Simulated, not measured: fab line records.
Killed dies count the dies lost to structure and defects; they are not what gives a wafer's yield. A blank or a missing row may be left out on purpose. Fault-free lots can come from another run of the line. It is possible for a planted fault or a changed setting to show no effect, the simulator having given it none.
fab line records	flow n5_finfet
record lots=6	wafers=18	last_day=19
route steps=1938 shown BEOL_M1@780 BEOL_M4@1111 PASSIVATION@1936
lots that met no fault: taken from a fault-free run of the same line
start_h: hours from the record's opening day to when the first of the lot's shown wafers began	wait_h: time in hours since the lot's previous step	" the same as in the row above	L1.1+2: one row covering several wafers at once	- no value, or no start given	* or withheld: withheld	< > ~ a bound
route shown NAME@n: NAME is a module with steps in the file, n the number in the route of the first one	usual: mean and standard deviation over wafers with no fault	same: alike in all rows	chamber/n: place in a boat	sites: readings site by site	_std_site: standard deviation of those values	_edge_site: outer sites' mean less inner sites'	radius_mm: for every site, how far away it sits from the centre of the wafer	mask NAME#n: copy n	behind: the most recent tool/chamber to have shaped the wafer	hold: the reason the lot was held/the length of the hold in hours/how it ended	device: names the non-switching transistor (n, p or np)	end of line: the same wafers' tests at the end of the route	step lacking rows: just its recipe	killed: dies lost to structure and defects at the first sort, not the wafer's yield	map: a wafer's dies, marking killed ones x, the rest . and places with no die _
set.NAME: the setting as run; set.NAME@STEP: as run at that earlier step	model.NAME: the simulator's own value behind a step, which no gauge read
lots seen at some steps along the route; tables by step, rows by wafer
services: from which hour (start_h, from the record's first day; less than 0 if before it) a tool's chamber was out of use, for how many hours, and why
## steps
# step N5_BEOL_M1_COAT_22
# recipe resist=CAR-EUV	spin_rpm=1500	resist_thk_nm=30
# step N5_BEOL_M1_EBR_24
# recipe solvent=PGMEA	ebr_width_mm=1.5
# step N5_BEOL_M1_SOFTBAKE_23
# recipe temp_c=110	time_s=60	resist=CAR-EUV
# step N5_BEOL_M1_EXPOSE_25
# recipe mask_id=V0	na=0.33	source_shape=quasar	sigma_inner=0.2	sigma_outer=0.8	polarization=unpolarized	defocus_nm=5	target_cd_nm=24	dose_mj=63
# step N5_BEOL_M1_PEB_26
# recipe peb_temp_c=100	peb_time_s=60	resist=CAR-EUV
# step N5_BEOL_M1_DEVELOP_27
# recipe develop_time_s=30	developer=TMAH	resist=CAR-EUV	rinse_liquid=surfactant_rinse	dry=air_spin	dev_temp_c=23
# step N5_BEOL_M1_CD_MEAS_28
# recipe landing_energy_ev=500	detector=se_inlens	target_cd_y_nm=23.3
# usual cd_nm=24.03/0.26
lot.wafer	tool	chamber	start_h	wait_h	cd_nm
L652.3	cd_sem-01	0	122.38	-	24.38
L652.4	"	0	"	"	24.50
L652.5	"	0	"	"	24.04
L660.3	cd_sem-01	0	180.25	-	24.21
L660.5	"	0	"	"	23.82
L660.6	"	0	"	"	24.29
L663.3	cd_sem-01	0	195.75	-	23.68
L663.4	"	0	"	"	24.21
L663.5	"	0	"	"	24.28
L666.2	cd_sem-01	0	210.54	-	23.94
L666.4	"	0	"	"	24.31
L666.6	"	0	"	"	23.88
L673.1	cd_sem-02	0	256.24	-	24.18
L673.2	"	0	"	"	24.16
L673.6	"	0	"	"	24.05
L675.1	cd_sem-03	0	256.64	-	23.66
L675.3	"	0	"	"	23.75
L675.5	"	0	"	"	24.42
# step N5_BEOL_M1_OVL_MEAS_29
# recipe points_per_wafer=522
# usual V0_OVL=-0.5/0.75
lot.wafer	tool	chamber	start_h	wait_h	V0_OVL[nm]
L652.3	overlay-01	0	122.42	0.0	0.4
L652.4	"	0	"	"	-0.7
L652.5	"	0	"	"	-0.6
L660.3	overlay-01	0	180.29	0.0	0.6
L660.5	"	0	"	"	-0.5
L660.6	"	0	"	"	0.2
L663.3	overlay-01	0	195.79	0.0	-0.4
L663.4	"	0	"	"	-1.4
L663.5	"	0	"	"	-0.7
L666.2	overlay-02	0	210.58	0.0	-1.4
L666.4	"	0	"	"	-1.7
L666.6	"	0	"	"	-1.6
L673.1	overlay-01	0	256.27	0.0	-0.4
L673.2	"	0	"	"	-0.8
L673.6	"	0	"	"	-0.9
L675.1	overlay-01	0	256.67	0.0	0.0
L675.3	"	0	"	"	-0.7
L675.5	"	0	"	"	-0.2
# step N5_BEOL_M1_INSPECT_30
# recipe mode=adi	inspect_instrument=brightfield
# usual raw_defect_count=406/97
lot.wafer	tool	chamber	start_h	wait_h	raw_defect_count
L652.3	defect_inspect-02	-	122.47	0.0	411
L652.4	"	-	"	"	397
L652.5	"	-	"	"	442
L660.3	defect_inspect-01	-	180.33	0.0	304
L660.5	"	-	"	"	375
L660.6	"	-	"	"	356
L663.3	defect_inspect-02	-	195.84	0.0	416
L663.4	"	-	"	"	332
L663.5	"	-	"	"	300
L666.2	defect_inspect-02	-	210.63	0.0	370
L666.4	"	-	"	"	243
L666.6	"	-	"	"	331
L673.1	defect_inspect-01	-	256.33	0.1	540
L673.2	"	-	"	"	492
L673.6	"	-	"	"	463
L675.1	defect_inspect-01	-	256.73	0.1	324
L675.3	"	-	"	"	417
L675.5	"	-	"	"	348
# step N5_BEOL_M1_DESCUM_33
# recipe chemistry=O2	time_s=7	source_power_w=50	bias_power_w=20	pressure_mtorr=20	rf_frequency_hz=2.712e+07	temp_c=40	resist=CAR-EUV	o2_flow_sccm=225
# usual drypump_motor_current_A=6.1/0.46	o2_flow_sccm=225.1/0.65	oes_product_au=0.76/0.073	rf_vpp_V=242.9/1.4	showerhead_plenum_p_Torr=2.08/0.07	throttle_valve_pct=20.48/0.22
lot.wafer	tool	chamber	start_h	wait_h	drypump_motor_current_A	o2_flow_sccm	oes_product_au	rf_hours_counter_h	rf_vpp_V	showerhead_plenum_p_Torr	throttle_valve_pct
L652.3	rie_diel-05	1	122.54	0.1	5.7	226.1	0.72	183	241.0	1.99	20.57
L652.4	"	1	"	"	5.7	224.6	0.72	-	241.7	1.99	20.58
L652.5	"	3	"	"	5.2	224.0	0.74	-	243.2	2.09	20.41
L660.3	rie_diel-02	3	180.37	0.0	6.5	225.0	0.79	110	241.1	2.02	20.65
L660.5	"	1	"	"	5.7	224.9	0.72	-	244.1	2.18	20.48
L660.6	"	0	"	"	6.5	225.2	0.74	-	243.1	2.09	20.72
L663.3	rie_diel-06	2	195.87	0.0	6.7	225.5	0.70	221	239.9	1.99	20.67
L663.4	"	1	"	"	5.8	223.6	0.77	150	242.0	2.02	20.18
L663.5	"	0	"	"	6.4	226.1	0.91	-	244.8	2.14	20.20
L666.2	rie_diel-02	2	210.66	0.0	5.8	224.5	0.69	224	243.0	2.06	20.47
L666.4	"	0	"	"	6.6	224.8	0.73	159	243.5	2.09	20.74
L666.6	"	0	"	"	6.5	224.8	0.73	-	242.1	2.09	20.74
L673.1	rie_diel-06	3	256.37	0.0	5.6	224.4	0.70	189	245.1	2.17	20.71
L673.2	"	1	"	"	5.8	224.7	0.75	165	241.9	2.01	20.20
L673.6	"	0	"	"	6.4	223.8	0.88	-	243.4	2.13	20.22
L675.1	rie_diel-02	0	256.76	0.0	6.5	224.7	0.72	171	241.6	2.09	20.76
L675.3	"	1	"	"	5.7	223.3	0.69	196	244.0	2.17	20.50
L675.5	"	0	"	"	6.5	224.1	0.72	-	242.6	2.09	20.76
# step N5_BEOL_M1_ETCH_77
# recipe chemistry=N2/H2	target=underlayer	target_depth_a=65	mask_material=CAR-EUV	time_s=5.2	ion_energy_ev=200	pressure_mtorr=30	source_w=840	bias_w=150	n2_flow_sccm=200	h2_flow_sccm=200	ends=cleared
# usual drypump_motor_current_A=6.1/0.47	etch_rf_on_time_s=5.21/0.16	oes_product_au=0.64/0.057	rf_vpp_V=523.4/2.5	showerhead_plenum_p_Torr=2.53/0.079	throttle_valve_pct=17.93/0.2
lot.wafer	tool	chamber	start_h	wait_h	drypump_motor_current_A	etch_rf_on_time_s	oes_product_au	rf_hours_counter_h	rf_vpp_V	showerhead_plenum_p_Torr	throttle_valve_pct
L652.3	rie_diel-05	1	122.57	0.0	5.7	5.47	0.60	183	521.7	2.44	18.19
L652.4	"	1	"	"	5.7	5.49	0.61	-	518.3	2.44	18.22
L652.5	"	3	"	"	5.2	5.16	0.64	-	522.7	2.53	17.88
L660.3	rie_diel-02	3	180.40	0.0	6.6	5.22	0.68	110	521.1	2.46	18.13
L660.5	"	1	"	"	5.7	5.48	0.59	-	526.3	2.64	17.89
L660.6	"	0	"	"	6.6	5.20	0.63	-	523.7	2.55	18.16
L663.3	rie_diel-06	2	195.91	0.0	6.7	5.16	0.61	221	520.7	2.41	18.05
L663.4	"	1	"	"	5.8	5.37	0.65	150	521.0	2.46	17.68
L663.5	"	0	"	"	6.4	5.11	0.75	-	523.3	2.58	17.66
L666.2	rie_diel-02	2	210.70	0.0	5.9	5.03	0.59	224	521.9	2.52	17.96
L666.4	"	0	"	"	6.5	5.12	0.62	160	524.5	2.54	18.16
L666.6	"	0	"	"	6.5	5.12	0.64	-	525.0	2.54	18.17
L673.1	rie_diel-06	3	256.40	0.0	5.6	5.01	0.61	189	525.9	2.63	18.01
L673.2	"	1	"	"	5.8	5.33	0.63	165	522.1	2.45	17.72
L673.6	"	0	"	"	6.4	5.11	0.74	-	525.5	2.58	17.66
L675.1	rie_diel-02	0	256.80	0.0	6.5	5.15	0.62	171	523.4	2.54	18.20
L675.3	"	1	"	"	5.7	5.46	0.59	196	525.0	2.63	17.97
L675.5	"	0	"	"	6.5	5.09	0.61	-	523.5	2.54	18.20
# step N5_BEOL_M1_ETCH_69
# recipe chemistry=CF4	target=SiARC	target_depth_a=156	mask_material=CAR-EUV	time_s=26	ion_energy_ev=80	pressure_mtorr=40	source_w=545	bias_w=36	Ar_flow_sccm=100	cf4_flow_sccm=100	ends=cleared
# usual drypump_motor_current_A=6.1/0.48	etch_rf_on_time_s=26.1/0.72	oes_product_au=0.64/0.056	rf_vpp_V=183.8/1.2	showerhead_plenum_p_Torr=2.13/0.068	throttle_valve_pct=15.67/0.21
lot.wafer	tool	chamber	start_h	wait_h	drypump_motor_current_A	etch_rf_on_time_s	oes_product_au	rf_hours_counter_h	rf_vpp_V	showerhead_plenum_p_Torr	throttle_valve_pct
L652.3	rie_diel-05	1	122.59	0.0	5.7	27.7	0.61	183	182.8	2.05	15.88
L652.4	"	1	"	"	5.7	27.5	0.61	-	182.9	2.05	15.87
L652.5	"	3	"	"	5.2	26.2	0.64	-	184.1	2.15	15.71
L660.3	rie_diel-02	3	180.42	0.0	6.5	26.0	0.68	110	182.5	2.06	15.69
L660.5	"	1	"	"	5.7	26.7	0.61	-	185.0	2.21	15.64
L660.6	"	0	"	"	6.5	25.8	0.63	-	184.1	2.13	15.80
L663.3	rie_diel-06	2	195.92	0.0	6.7	25.5	0.61	221	182.2	2.05	15.93
L663.4	"	1	"	"	5.8	26.9	0.64	150	182.6	2.05	15.36
L663.5	"	0	"	"	6.4	25.6	0.76	-	184.8	2.19	15.36
L666.2	rie_diel-02	2	210.71	0.0	5.8	25.4	0.60	224	182.8	2.11	15.75
L666.4	"	0	"	"	6.5	25.9	0.63	160	183.3	2.13	15.83
L666.6	"	0	"	"	6.5	26.1	0.62	-	183.9	2.13	15.84
L673.1	rie_diel-06	3	256.42	0.0	5.6	25.4	0.61	189	184.4	2.22	15.86
L673.2	"	1	"	"	5.8	26.5	0.63	165	184.0	2.05	15.40
L673.6	"	0	"	"	6.5	25.5	0.74	-	184.4	2.19	15.41
L675.1	rie_diel-02	0	256.82	0.0	6.5	25.9	0.62	171	184.2	2.12	15.84
L675.3	"	1	"	"	5.7	26.9	0.58	196	185.6	2.21	15.66
L675.5	"	0	"	"	6.6	26.0	0.62	-	184.2	2.12	15.86
# step N5_BEOL_M1_ALD_98
# recipe material=SiO2	target_thk_a=25	temp_c=100	ald_precursor_family=BDEAS	ald_co_reactant=O2-plasma	pulse_time_s=1	co_reactant_pulse_time_s=1	purge_time_s=2	co_reactant_purge_time_s=2	ald_cycles=17	pressure_torr=2
# usual ald_cycles=17/0	chamber_pressure_Torr=2.001/0.0041	heater_power_outer_w=39.2/3	heater_power_w=75/4.8	precursor_pulse_height_rel=0.996/0.019
# same purge_time_s=2
lot.wafer	tool	chamber	start_h	wait_h	ald_cycles	chamber_pressure_Torr	heater_power_outer_w	heater_power_w	precursor_pulse_height_rel	model.SiO2_of_BEOL_M1_ALD_98.thk_nm
L652.3	ald_sin-04	3	122.67	0.1	17	2.008	38.8	75	0.980	2.4
L652.4	"	2	"	"	17	2.004	36.7	71	0.991	2.6
L652.5	"	3	"	"	17	1.998	38.6	76	0.975	2.6
L660.3	ald_sin-02	0	180.56	0.1	17	1.995	40.1	78	1.015	2.4
L660.5	"	0	"	"	17	1.995	40.1	78	0.991	2.4
L660.6	"	1	"	"	17	1.996	42.3	81	0.976	2.4
L663.3	ald_sin-04	1	196.01	0.1	17	1.997	39.6	75	1.016	2.6
L663.4	"	0	"	"	11	1.997	34.4	70	1.030	1.6
L663.5	"	1	"	"	17	2.001	38.8	74	0.988	2.6
L666.2	ald_sin-04	1	210.80	0.1	11	2.000	39.6	73	1.026	1.6
L666.4	"	3	"	"	11	2.000	39.1	75	1.007	1.6
L666.6	"	2	"	"	17	2.004	37.3	70	0.967	2.6
L673.1	ald_sin-01	1	256.50	0.1	17	2.008	39.9	72	0.996	2.4
L673.2	"	2	"	"	17	2.005	39.0	77	1.021	2.4
L673.6	"	2	"	"	17	2.001	40.4	78	1.016	2.4
L675.1	ald_sin-01	3	256.90	0.1	17	2.004	36.3	70	1.042	2.6
L675.3	"	1	"	"	17	1.997	39.5	71	0.980	2.4
L675.5	"	1	"	"	17	2.001	39.7	72	0.980	2.6
# step N5_BEOL_M1_ETCHBACK_99
# recipe chemistry=CHF3	target=SiO2	target_depth_a=50	time_s=10.4	source_w=215	bias_w=47	Ar_flow_sccm=200	CHF3_flow_sccm=12	ion_energy_ev=100	pressure_mtorr=30
# usual drypump_motor_current_A=6.0/0.47	oes_product_au=0.74/0.073	rf_vpp_V=241/4.2	showerhead_plenum_p_Torr=2.14/0.063	throttle_valve_pct=17.14/0.24
lot.wafer	tool	chamber	start_h	wait_h	drypump_motor_current_A	oes_product_au	rf_hours_counter_h	rf_vpp_V	showerhead_plenum_p_Torr	throttle_valve_pct
L652.3	rie_diel-02	1	138.64	15.9	5.7	0.71	160	241	2.23	17.05
L652.4	"	3	"	"	6.5	0.80	98	237	2.06	17.10
L652.5	"	2	"	"	5.8	0.71	-	237	2.13	17.20
L660.3	rie_diel-06	2	187.11	6.5	6.7	0.72	219	243	2.05	17.33
L660.5	"	0	"	"	6.4	0.90	-	243	2.20	16.80
L660.6	"	3	"	"	5.5	0.73	-	247	2.24	17.26
L663.3	rie_diel-06	3	196.82	0.8	5.6	0.74	172	247	2.24	17.27
L663.4	"	2	"	"	6.7	0.71	221	244	2.05	17.32
L663.5	"	3	"	"	5.6	0.73	-	248	2.24	17.28
L666.2	rie_diel-05	2	220.93	10.1	6.8	0.69	242	236	2.12	17.09
L666.4	"	3	"	"	5.2	0.72	206	237	2.15	17.24
L666.6	"	3	"	"	5.2	0.72	-	237	2.15	17.25
L673.1	rie_diel-02	3	258.35	1.8	6.5	0.76	134	237	2.05	17.16
L673.2	"	0	"	"	6.5	0.72	172	246	2.15	17.40
L673.6	"	0	"	"	6.5	0.73	-	249	2.15	17.40
L675.1	rie_diel-02	3	262.68	5.7	6.5	0.76	135	236	2.05	17.16
L675.3	"	2	"	"	5.8	0.68	240	236	2.12	17.26
L675.5	"	2	"	"	5.8	0.68	-	237	2.12	17.26
# step N5_BEOL_M1_ETCH_70
# recipe chemistry=N2/H2	target=SOC	target_depth_a=800	overetch_a=160	mask_material=SiARC	temp_c=40	time_s=120	ion_energy_ev=200	pressure_mtorr=30	source_w=840	bias_w=150	n2_flow_sccm=200	h2_flow_sccm=200
# usual drypump_motor_current_A=6.0/0.48	oes_product_au=0.57/0.053	rf_vpp_V=523.3/2.3	showerhead_plenum_p_Torr=2.53/0.071	throttle_valve_pct=17.91/0.23
lot.wafer	tool	chamber	start_h	wait_h	drypump_motor_current_A	oes_product_au	rf_hours_counter_h	rf_vpp_V	showerhead_plenum_p_Torr	throttle_valve_pct
L652.3	rie_diel-02	1	138.67	0.0	5.7	0.56	160	527.6	2.64	17.85
L652.4	"	3	"	"	6.5	0.61	98	521.0	2.46	18.08
L652.5	"	2	"	"	5.9	0.54	-	522.7	2.52	17.88
L660.3	rie_diel-06	2	187.15	0.0	6.7	0.55	219	520.8	2.41	18.00
L660.5	"	0	"	"	6.5	0.68	-	524.5	2.59	17.60
L660.6	"	3	"	"	5.6	0.55	-	524.7	2.64	17.95
L663.3	rie_diel-06	3	196.86	0.0	5.5	0.55	172	526.1	2.63	17.96
L663.4	"	2	"	"	6.7	0.54	221	521.0	2.41	18.01
L663.5	"	3	"	"	5.6	0.55	-	526.8	2.63	17.94
L666.2	rie_diel-05	2	220.96	0.0	6.8	0.53	242	523.9	2.52	17.84
L666.4	"	3	"	"	5.2	0.56	206	523.4	2.51	17.89
L666.6	"	3	"	"	5.2	0.55	-	524.1	2.51	17.88
L673.1	rie_diel-02	3	258.39	0.0	6.6	0.59	134	522.1	2.44	18.14
L673.2	"	0	"	"	6.5	0.56	172	523.6	2.54	18.15
L673.6	"	0	"	"	6.5	0.55	-	523.4	2.54	18.16
L675.1	rie_diel-02	3	262.71	0.0	6.6	0.59	135	520.2	2.44	18.14
L675.3	"	2	"	"	5.9	0.52	240	523.1	2.51	17.94
L675.5	"	2	"	"	5.8	0.52	-	524.7	2.51	17.94
# step N5_BEOL_M1_STRIP_71
# recipe chemistry=N2/H2	temp_c=40	n2_flow_sccm=200	h2_flow_sccm=200	rf_frequency_hz=6e+07
# step N5_BEOL_M1_STRIP_78
# recipe chemistry=N2/H2	temp_c=40	n2_flow_sccm=200	h2_flow_sccm=200	rf_frequency_hz=6e+07
# step N5_BEOL_M1_VIA_ETCH_34
# recipe chemistry=C4F6/O2	target_depth_a=678	mask_material=SOC	pressure_mtorr=15	ion_energy_ev=250	taper_deg=4	time_s=64.4	source_w=350	bias_w=170	Ar_flow_sccm=300	C4F6_flow_sccm=10	O2_flow_sccm=10
# usual drypump_motor_current_A=6.0/0.47	oes_o_777_au=0.75/0.071	oes_product_au=0.74/0.072	rf_vpp_V=666/11	showerhead_plenum_p_Torr=2.83/0.08	throttle_valve_pct=30.78/0.28
lot.wafer	tool	chamber	start_h	wait_h	drypump_motor_current_A	oes_o_777_au	oes_product_au	rf_hours_counter_h	rf_vpp_V	showerhead_plenum_p_Torr	throttle_valve_pct	model.BEOL_M1.cd_nm
L652.3	rie_diel-02	1	138.77	0.0	5.7	0.72	0.73	160	668	2.94	30.66	18.2
L652.4	"	3	"	"	6.5	0.82	0.80	98	654	2.73	30.82	18
L652.5	"	2	"	"	5.9	0.74	0.71	-	657	2.82	30.66	17.8
L660.3	rie_diel-06	2	187.25	0.0	6.7	0.72	0.71	219	672	2.71	30.98	18
L660.5	"	0	"	"	6.4	0.89	0.89	-	672	2.91	30.65	18
L660.6	"	3	"	"	5.6	0.74	0.73	-	686	2.95	31.13	18
L663.3	rie_diel-06	3	196.96	0.0	5.6	0.74	0.73	172	687	2.95	31.11	18
L663.4	"	2	"	"	6.7	0.72	0.72	221	672	2.71	30.98	19.8
L663.5	"	3	"	"	5.5	0.73	0.73	-	685	2.95	31.13	18
L666.2	rie_diel-05	2	221.06	0.0	6.7	0.70	0.69	242	650	2.81	30.62	19.6
L666.4	"	3	"	"	5.2	0.74	0.72	206	658	2.84	30.91	19.8
L666.6	"	3	"	"	5.2	0.74	0.72	-	660	2.84	30.91	18
L673.1	rie_diel-02	3	258.49	0.0	6.5	0.78	0.76	134	654	2.71	30.84	18.2
L673.2	"	0	"	"	6.5	0.73	0.72	172	683	2.83	31.14	18
L673.6	"	0	"	"	6.5	0.74	0.72	-	682	2.83	31.15	18.4
L675.1	rie_diel-02	3	262.81	0.0	6.5	0.78	0.76	135	654	2.71	30.84	18.2
L675.3	"	2	"	"	5.9	0.70	0.68	240	655	2.80	30.70	17.8
L675.5	"	2	"	"	5.8	0.71	0.68	-	656	2.80	30.71	18.2
# step N5_BEOL_M1_STRIP_83
# recipe chemistry=C4F6/O2	resist=SiARC	rf_frequency_hz=6e+07
# step N5_BEOL_M4_RC_MEAS_101
# usual DIBL_N=36.8/1.9	DIBL_P=36.5/2.1	IOFF_N=0.17/0.038	IOFF_P=0.22/0.039	ION_N=675/12	ION_P=463/7.4	SS_N=71.6/0.71	SS_P=73.4/0.72	VT_N=249/3.3	VT_P=-250/3.3
lot.wafer	tool	chamber	start_h	wait_h	DIBL_N[mV/V]	DIBL_P[mV/V]	IOFF_N[nA/um]	IOFF_P[nA/um]	ION_N[uA/um]	ION_P[uA/um]	SS_N[mV/dec]	SS_P[mV/dec]	VT_N[mV]	VT_P[mV]
L652.3	prober-01	0	176.73	0.3	36.6	35.9	0.14	0.19	667	457	71.9	74.0	250	-254
L652.4	"	0	"	"	36.3	36.4	0.14	0.19	665	457	71.5	74.2	250	-256
L652.5	"	0	"	"	38.6	39.5	0.19	0.23	681	460	72.3	74.2	246	-252
L660.3	prober-02	0	235.41	0.3	36.6	35.0	0.16	0.20	681	463	71.7	72.2	247	-251
L660.5	"	0	"	"	36.8	35.5	0.18	0.22	680	464	71.4	72.4	247	-249
L660.6	"	0	"	"	37.4	36.0	0.18	0.21	683	465	71.4	73.0	247	-250
L663.3	prober-01	0	245.98	0.3	37.4	36.8	0.17	0.22	679	466	71.2	73.3	251	-250
L663.4	"	0	"	"	35.2	34.8	0.14	0.20	677	472	70.9	73.0	253	-248
L663.5	"	0	"	"	36.9	36.2	0.16	0.21	659	456	71.3	72.6	250	-248
L666.2	prober-01	0	287.51	0.2	37.9	39.1	0.21	0.31	693	478	72.1	74.1	244	-241
L666.4	"	0	"	"	35.5	34.7	0.15	0.23	690	477	71.1	73.3	251	-248
L666.6	"	0	"	"	36.0	36.2	0.16	0.25	680	475	71.1	73.6	247	-245
L675.1	prober-01	0	332.91	0.0	36.1	34.4	0.12	0.19	657	457	71.6	72.0	255	-252
L675.3	"	0	"	"	37.9	36.8	0.16	0.23	669	467	71.6	73.1	250	-249
L675.5	"	0	"	"	38.9	38.2	0.19	0.25	690	467	72.1	73.6	249	-247
L673.1	prober-01	0	338.00	0.0	35.7	35.7	0.14	0.19	665	455	70.9	72.9	249	-252
L673.2	"	0	"	"	39.7	40.1	0.23	0.28	700	469	73.4	73.6	246	-249
L673.6	"	0	"	"	37.6	39.0	0.18	0.23	674	461	72.3	73.2	247	-248
# step N5_PASSIVATION_PROBE_49
# usual defect_limited_yield=91.3/1.4	killed_at_M0_to_M3=33/11	killed_at_M4_up=15/6.2	killed_at_contacts=13/6.5	killed_at_front_end=38/11	killed_at_other=3.4/2.6	killed_dies=102/17	killed_open=67/12	killed_short=34/7.9	sort_bin_5_function=5.1/0.88	sort_bin_6_memory=3.3/0.65	sort_n_pass=1078/17	sort_yield_pct=91.3/1.4
# same gross_dies=1180	killed_at_back_side=0	sort_bin_4_leakage[%]=0	sort_bin_8_speed[%]=0
lot.wafer	tool	chamber	start_h	wait_h	defect_limited_yield[%]	killed_at_M0_to_M3	killed_at_M4_up	killed_at_contacts	killed_at_front_end	killed_at_other	killed_dies	killed_open	killed_short	sort_bin_5_function[%]	sort_bin_6_memory[%]	sort_n_pass	sort_yield_pct[%]
L663.4	prober-02	-	346.81	0.2	89.7	39	14	13	53	3	122	66	47	6.2	3.2	1058	89.7
L666.2	prober-01	-	391.92	0.1	91.5	33	15	8	43	1	100	67	30	5.3	2.9	1080	91.5
L666.4	prober-01	-	392.02	0.2	93.0	23	10	8	41	1	83	47	31	4.3	2.2	1097	93.0
L673.1	prober-02	-	455.74	0.0	91.3	33	26	13	28	3	103	75	25	4.6	3.9	1077	91.3
L673.2	prober-02	-	455.79	0.1	91.1	37	23	5	37	3	105	71	32	5.3	3.4	1075	91.1
L673.6	prober-02	-	455.99	0.3	94.2	22	17	6	23	0	68	46	19	3.5	2.2	1112	94.2
# killed by level:class
L663.4 FIN_SAQP:geometric_particle:short=20 FIN_SAQP:geometric_particle:open=13 MOL_CONTACT_COAG:geometric_particle:open=10 BEOL_M1:area_etchback=9 BEOL_M1:geometric_particle:short=8 BEOL_M1:geometric_particle:open=8 GATE_CUT:geometric_particle:open=4 BEOL_M0_SAQP:geometric_particle:open=4
L666.2 STI_FIN_REVEAL:geometric_particle:open=11 FIN_SAQP:geometric_particle:short=7 GATE_CUT:geometric_particle:short=7 MOL_CONTACT_COAG:geometric_particle:open=7 FIN_SAQP:geometric_particle:open=6 BEOL_M0_SAQP:geometric_particle:open=6 BEOL_M1:geometric_particle:open=6 BEOL_M3:geometric_particle:open=6
L666.4 GATE_CUT:geometric_particle:short=11 BEOL_M3:geometric_particle:open=6 MOL_CONTACT_COAG:geometric_particle:open=6 STI_FIN_REVEAL:geometric_particle:open=5 BEOL_M4:geometric_particle:open=5 FIN_SAQP:geometric_particle:short=4 ILD0:geometric_particle:short=4 BEOL_M1:area_etchback=4
L673.1 BEOL_M4:geometric_particle:open=16 MOL_CONTACT_COAG:geometric_particle:open=12 FIN_SAQP:geometric_particle:open=8 BEOL_M0_SAQP:geometric_particle:open=8 BEOL_M0_SAQP:geometric_particle:short=6 STARTING-WAFER:geometric_particle:open=6 DUMMY_GATE:geometric_particle:open=5 BEOL_M3:geometric_particle:open=4
L673.2 FIN_SAQP:geometric_particle:open=15 BEOL_M4:geometric_particle:open=12 BEOL_M3:geometric_particle:open=7 BEOL_M0_SAQP:geometric_particle:open=6 BEOL_M2:geometric_particle:open=5 MOL_CONTACT_COAG:geometric_particle:open=5 BEOL_M0:geometric_particle:open=5 FIN_SAQP:geometric_particle:short=4
L673.6 FIN_SAQP:geometric_particle:open=6 BEOL_M0_SAQP:geometric_particle:short=6 BEOL_M4:geometric_particle:open=6 MOL_CONTACT_COAG:geometric_particle:open=5 BEOL_M1:geometric_particle:open=5 BEOL_M5:geometric_particle:open=5 DUMMY_GATE:geometric_particle:open=4 BEOL_M2:geometric_particle:open=4
## services
tool	chamber	start_h	hours	kind
ald_sin-02	0	99.25	-	clean
ald_sin-01	-	121.04	14.6	pm
rie_diel-05	0	122.27	-	clean
rie_diel-05	0	122.27	-	consumable_replace:focus_ring
rie_diel-05	0	122.27	24.0	scheduled_down
rie_diel-05	0	122.27	24.0	vent_cycle
ald_sin-02	3	159.26	1.7	repair
ald_sin-01	-	177.59	14.0	pm
ald_sin-01	0	177.59	14.0	vent_cycle
ald_sin-01	1	177.59	14.0	vent_cycle
ald_sin-01	2	177.59	14.0	vent_cycle
ald_sin-01	3	177.59	14.0	vent_cycle
ald_sin-01	0	191.59	-	clean
ald_sin-01	1	191.59	-	clean
ald_sin-01	2	191.59	-	clean
ald_sin-01	3	191.59	-	clean
rie_diel-05	1	198.10	1.3	repair
rie_diel-06	3	216.58	5.0	repair
ald_sin-02	-	238.32	6.0	pm
rie_diel-06	1	240.99	8.6	repair
rie_diel-05	2	250.56	-	clean
rie_diel-05	2	250.56	-	consumable_replace:focus_ring
rie_diel-05	2	250.56	17.4	scheduled_down
rie_diel-05	2	250.56	17.4	vent_cycle
## key
first_sign step=N5_BEOL_M1_ALD_98	reading=ald_cycles	direction=down	sigmas=99+	usual=*	struck=*
effect none on later readings
model_effect step=N5_BEOL_M1_ALD_98	value=SiO2_of_BEOL_M1_ALD_98.thk_nm	without=2.6	struck=1.6
model_effect step=N5_BEOL_M1_VIA_ETCH_34	value=BEOL_M1.cd_nm	without=17.93	struck=19.73
met_at N5_BEOL_M1_ALD_98
struck_wafers L663.4,L666.2,L666.4
onset_between 122.67 196.01
fault kind=process_parameter_drift	tool=ald_sin-04	chamber=-	onset_h=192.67	steps=N5_BEOL_M1_ALD_98	channel=ald_cycles	offset=*	shape=step	end_h=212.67	scope=struck_wafers_only	acts_in=*	stated=*
